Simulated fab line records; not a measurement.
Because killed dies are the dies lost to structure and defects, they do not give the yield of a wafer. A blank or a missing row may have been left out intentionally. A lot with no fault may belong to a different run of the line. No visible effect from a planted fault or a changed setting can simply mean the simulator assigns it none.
Chamber matching / flow nandHarc / NHARC_A_CONTACT_DEP_85 on pecvd-04 has 3 sister chambers
The step deposits SiON, target thk 50 nm. 3 wafers are shown with their chamber, then 11 later ones without.

## WAFERS WITH THEIR CHAMBER
wafer=L079.6; chamber=1; heaterPowerW (W)=853
wafer=L083.5; chamber=2; heaterPowerW (W)=689
wafer=L086.1; chamber=0; heaterPowerW (W)=816

## WAFERS WHOSE CHAMBER IS MISSING
wafer=L086.4; heaterPowerW (W)=652
wafer=L086.6; heaterPowerW (W)=843
wafer=L088.2; heaterPowerW (W)=636
wafer=L088.3; heaterPowerW (W)=750
wafer=L088.6; heaterPowerW (W)=857
wafer=L091.1; heaterPowerW (W)=904
wafer=L091.4; heaterPowerW (W)=821
wafer=L091.6; heaterPowerW (W)=898
wafer=L094.1; heaterPowerW (W)=742
wafer=L094.4; heaterPowerW (W)=680
wafer=L094.6; heaterPowerW (W)=726

## THE CHAMBER EACH PASSED THROUGH
wafer=L086.4; from the rows above=2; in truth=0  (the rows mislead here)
wafer=L086.6; from the rows above=can't be placed: 1 or 0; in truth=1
wafer=L088.2; from the rows above=2; in truth=2
wafer=L088.3; from the rows above=can't be placed: 2 or 0 or 1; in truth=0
wafer=L088.6; from the rows above=can't be placed: 1 or 0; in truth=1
wafer=L091.1; from the rows above=can't be placed: 1 or 0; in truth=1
wafer=L091.4; from the rows above=can't be placed: 0 or 1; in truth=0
wafer=L091.6; from the rows above=can't be placed: 1 or 0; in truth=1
wafer=L094.1; from the rows above=can't be placed: 2 or 0 or 1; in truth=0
wafer=L094.4; from the rows above=2; in truth=2
wafer=L094.6; from the rows above=can't be placed: 2 or 0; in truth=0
Placed correctly: 2 of 11. Unplaceable from these rows: 8, with the true chamber sitting among the candidates in 8. Wrongly placed: 1.
How it was worked out, from the rows above alone: a wafer's distance from a chamber is the root of the sum, over the readings, of the square of ((its reading less the chamber's mean) divided by the reading's scatter). If the next closest chamber is less than 2 further off than the closest, the wafer can't be placed; otherwise it belongs to the closest. For every chamber, the mean is computed from those of its wafers that are shown. The scatter (one wafer shown for each chamber): square how far every hidden wafer sits from the nearest shown wafer, average those squares and take the square root.
